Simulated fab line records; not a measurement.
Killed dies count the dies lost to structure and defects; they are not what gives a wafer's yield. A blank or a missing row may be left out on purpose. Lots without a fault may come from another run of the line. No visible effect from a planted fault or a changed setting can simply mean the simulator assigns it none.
Which tool did it? -- flow n5-finfet -- Sampling: 24 lots, 72 wafers, 4 of 1938 route steps

== WHAT THE GAUGES READ, wafer by wafer ==
N5_BEOL_M7_CD_MEAS_28: the cd target is 40 nm.
lot,measured,on,cd-nm (nm)
L074,day 8 22:50,cd-sem-01,39.55 39.93 39.98
L075,day 9 03:07,cd-sem-03,40.29 40.49 39.85
L076,day 9 07:53,cd-sem-02,40.04 39.96 39.92
L078,day 9 11:07,cd-sem-02,39.99 40.57 39.71
L077,day 9 13:53,cd-sem-03,39.99 40.30 39.88
L079,day 9 20:56,cd-sem-03,40.01 40.26 40.04
L080,day 10 05:01,cd-sem-02,39.77 39.72 40.41
L081,day 10 18:39,cd-sem-01,39.61 39.76 39.53
L082,day 11 03:00,cd-sem-02,40.02 39.94 39.96
L083,day 11 19:22,cd-sem-03,39.77 40.03 39.78
L085,day 12 02:50,cd-sem-02,39.91 39.82 39.91
L084,day 12 03:07,cd-sem-03,39.90 39.88 40.02
L086,day 12 07:27,cd-sem-03,39.86 39.75 39.99
L088,day 12 09:05,cd-sem-02,39.95 40.25 40.00
L087,day 12 13:46,cd-sem-03,39.97 40.25 40.08
L089,day 12 13:48,cd-sem-01,40.31 40.04 40.02
L090,day 12 16:04,cd-sem-01,40.74 39.77 39.97
L091,day 13 14:48,cd-sem-03,39.85 40.08 40.17
L094,day 13 19:03,cd-sem-03,39.80 39.45 39.71
L092,day 13 19:12,cd-sem-01,39.80 39.80 39.93
L093,day 13 22:53,cd-sem-03,39.94 40.13 39.83
L096,day 14 18:47,cd-sem-01,40.12 39.87 39.79
L095,day 14 19:04,cd-sem-01,39.88 40.36 39.57
L097,day 14 19:25,cd-sem-01,39.78 39.65 40.34

N5_BEOL_M7_RS_MEAS_57: measures by four-point-probe.
lot,measured,on,M7_RS (ohm/sq)
L074,day 9 02:03,film-metro-02,0.277 0.283 0.281
L075,day 9 06:37,film-metro-01,0.302 0.290 0.298
L076,day 9 11:58,film-metro-01,0.284 0.291 0.277
L078,day 9 16:25,film-metro-01,0.296 0.278 0.290
L077,day 9 18:01,film-metro-02,0.281 0.276 0.274
L079,day 9 23:40,film-metro-02,0.280 0.283 0.279
L080,day 10 09:19,film-metro-01,0.298 0.289 0.290
L081,day 10 21:49,film-metro-01,0.298 0.303 0.303
L082,day 11 08:04,film-metro-02,0.292 0.308 0.290
L083,day 11 23:47,film-metro-01,0.290 0.296 0.285
L085,day 12 06:02,film-metro-02,0.288 0.285 0.305
L084,day 12 06:17,film-metro-02,0.291 0.287 0.299
L086,day 12 10:38,film-metro-01,0.287 0.278 0.299
L088,day 12 13:03,film-metro-01,0.304 0.286 0.280
L087,day 12 16:32,film-metro-01,0.308 0.288 0.283
L089,day 12 16:37,film-metro-02,0.279 0.297 0.286
L090,day 12 21:11,film-metro-01,0.288 0.298 0.277
L091,day 13 18:44,film-metro-01,0.290 0.285 0.290
L094,day 14 00:08,film-metro-01,0.293 0.290 0.286
L092,day 14 00:19,film-metro-02,0.284 0.264 0.268
L093,day 14 02:23,film-metro-01,0.299 0.278 0.292
L096,day 14 21:28,film-metro-01,0.287 0.292 0.296
L095,day 14 22:01,film-metro-01,0.293 0.285 0.265
L097,day 14 22:18,film-metro-02,0.283 0.305 0.275

N5_BEOL_M8_CD_MEAS_11: the cd target is 38.5 nm.
lot,measured,on,cd-nm (nm)
L074,day 9 04:24,cd-sem-03,37.9 37.7 36.8
L075,day 9 08:41,cd-sem-02,39.0 38.9 38.4
L076,day 9 14:07,cd-sem-03,38.5 38.1 38.2
L078,day 9 19:19,cd-sem-03,38.3 38.6 38.6
L077,day 9 19:31,cd-sem-02,38.5 38.0 39.2
L079,day 10 01:48,cd-sem-02,38.5 38.9 38.9
L080,day 10 12:55,cd-sem-02,37.6 38.2 37.5
L081,day 10 23:09,cd-sem-01,39.1 38.9 39.5
L082,day 11 12:14,cd-sem-03,39.1 39.1 38.6
L083,day 12 01:17,cd-sem-01,37.3 38.1 37.0
L085,day 12 08:25,cd-sem-02,38.7 39.6 39.5
L084,day 12 08:40,cd-sem-02,39.6 38.7 38.9
L086,day 12 12:10,cd-sem-01,39.4 38.9 38.8
L088,day 12 14:59,cd-sem-02,37.1 37.8 38.3
L087,day 12 19:34,cd-sem-01,39.1 39.2 39.0
L089,day 12 19:44,cd-sem-03,39.4 39.0 38.2
L090,day 13 00:23,cd-sem-03,38.9 38.8 38.9
L091,day 13 20:42,cd-sem-03,38.3 39.2 38.8
L094,day 14 01:28,cd-sem-02,39.0 38.7 40.0
L092,day 14 02:16,cd-sem-03,37.7 39.1 38.8
L093,day 14 05:44,cd-sem-02,39.1 38.6 38.8
L096,day 14 22:53,cd-sem-03,38.9 39.2 38.9
L095,day 14 23:08,cd-sem-01,38.4 37.2 37.5
L097,day 15 01:14,cd-sem-02,39.2 39.2 39.1

== WHICH TOOL RAN EACH LOT (tool, then ch and the chambers of the sampled wafers, then the start) ==
lot,N5_BEOL_M7_ETCH_65
L074,"rie-diel-02 ch 1,2,3, day 8 23:06"
L075,"rie-diel-06 ch 1,3, day 9 03:37"
L076,"rie-diel-02 ch 0,1,3, day 9 08:04"
L078,"rie-diel-05 ch 0,2,3, day 9 11:31"
L077,"rie-diel-02 ch 1,2, day 9 14:03"
L079,"rie-diel-05 ch 1,2, day 9 21:06"
L080,"rie-diel-05 ch 0,1,3, day 10 05:57"
L081,"rie-diel-06 ch 0,1,3, day 10 18:50"
L082,"rie-diel-06 ch 0,3, day 11 03:20"
L083,"rie-diel-06 ch 0,1,2, day 11 19:33"
L085,"rie-diel-02 ch 0,2,3, day 12 03:01"
L084,"rie-diel-02 ch 0,3, day 12 03:25"
L086,"rie-diel-05 ch 0,1,3, day 12 07:44"
L088,"rie-diel-02 ch 0,1,2, day 12 09:16"
L087,"rie-diel-06 ch 0,1,3, day 12 13:56"
L089,"rie-diel-02 ch 0,1,3, day 12 13:58"
L090,"rie-diel-05 ch 0,1, day 12 16:29"
L091,"rie-diel-05 ch 2,3, day 13 14:59"
L094,"rie-diel-05 ch 2,3, day 13 19:13"
L092,"rie-diel-06 ch 0,2, day 13 19:38"
L093,"rie-diel-06 ch 1,2, day 13 23:03"
L096,"rie-diel-06 ch 0,1,3, day 14 18:59"
L095,"rie-diel-06 ch 0,1,2, day 14 19:23"
L097,"rie-diel-06 ch 1,2,3, day 14 19:47"
- N5_BEOL_M7_ETCH_65: etches SiARC in CF4, target depth 15.6 nm, time 26 s.

== AS READ BY THE TOOLS THEMSELVES (means over the sampled wafers that have a number; for cases with no such wafer, the mark the record gives instead) ==
N5_BEOL_M7_ETCH_65.
lot,tool,drypump-motor-current-A (A),etch-rf-on-time-s (s),oes-product-au (a.u.),rf-vpp-V (V),showerhead-plenum-p-Torr (Torr),throttle-valve-pct (%)
L074,rie-diel-02,5.4,25.8,0.77,185.2,2.26,15.57
L075,rie-diel-06,6.5,26.4,0.66,185.3,2.23,15.41
L076,rie-diel-02,5.5,26.0,0.70,185.0,2.24,15.81
L078,rie-diel-05,5.6,25.7,0.62,184.5,2.15,15.79
L077,rie-diel-02,5.5,25.6,0.83,185.8,2.27,15.51
L079,rie-diel-05,5.2,25.9,0.65,184.9,2.19,15.86
L080,rie-diel-05,5.8,25.9,0.65,184.1,2.14,15.64
L081,rie-diel-06,6.1,26.2,0.66,184.5,2.17,15.48
L082,rie-diel-06,5.6,26.2,0.62,183.9,2.10,15.62
L083,rie-diel-06,5.9,26.0,0.70,184.2,2.13,15.50
L085,rie-diel-02,5.2,25.9,0.67,184.4,2.24,15.74
L084,rie-diel-02,5.3,26.3,0.61,184.0,2.21,15.98
L086,rie-diel-05,5.8,26.1,0.63,183.1,2.13,15.68
L088,rie-diel-02,5.3,25.9,0.72,185.2,2.25,15.66
L087,rie-diel-06,6.1,26.5,0.64,185.3,2.17,15.51
L089,rie-diel-02,5.4,25.8,0.68,185.2,2.23,15.86
L090,rie-diel-05,6.0,25.4,0.64,183.8,2.07,15.81
L091,rie-diel-05,5.2,26.2,0.60,185.3,2.20,15.88
L094,rie-diel-05,5.4,26.4,0.60,185.5,2.20,15.69
L092,rie-diel-06,5.6,25.2,0.72,183.3,2.08,15.60
L093,rie-diel-06,6.4,26.2,0.72,185.6,2.20,15.40
L096,rie-diel-06,6.1,26.6,0.63,184.7,2.16,15.54
L095,rie-diel-06,5.9,25.7,0.69,184.0,2.13,15.54
L097,rie-diel-06,6.3,26.0,0.68,184.3,2.19,15.48

== THE ANSWER, worked out from the rows above alone ==
Rule: usual is defined by the lots themselves. The widest of any qualifying gaps counts: lots, ordered by their means at a reading, are off when they make up no more than a third of the lots, leave a main group of 4 or more, and stand apart from it by 3 or more times the standard deviation of that group's means. The tables above print the reading to a certain number of digits; a main group whose means all agree to those digits is not used. A lot without any number at a reading at which 4 lots or more have one is off too. All remaining lots with rows at the step are treated as sound. First the gauges in route order, then the tools' own readings, where a lot's mean is used as printed above. The first step at which some lot is off is used, and at that step the reading that is off furthest; a lot without a number counts as furthest.
No lot is off on any of the readings shown, so nothing can be concluded from this.

== WHAT THE SIMULATOR PUT IN ==
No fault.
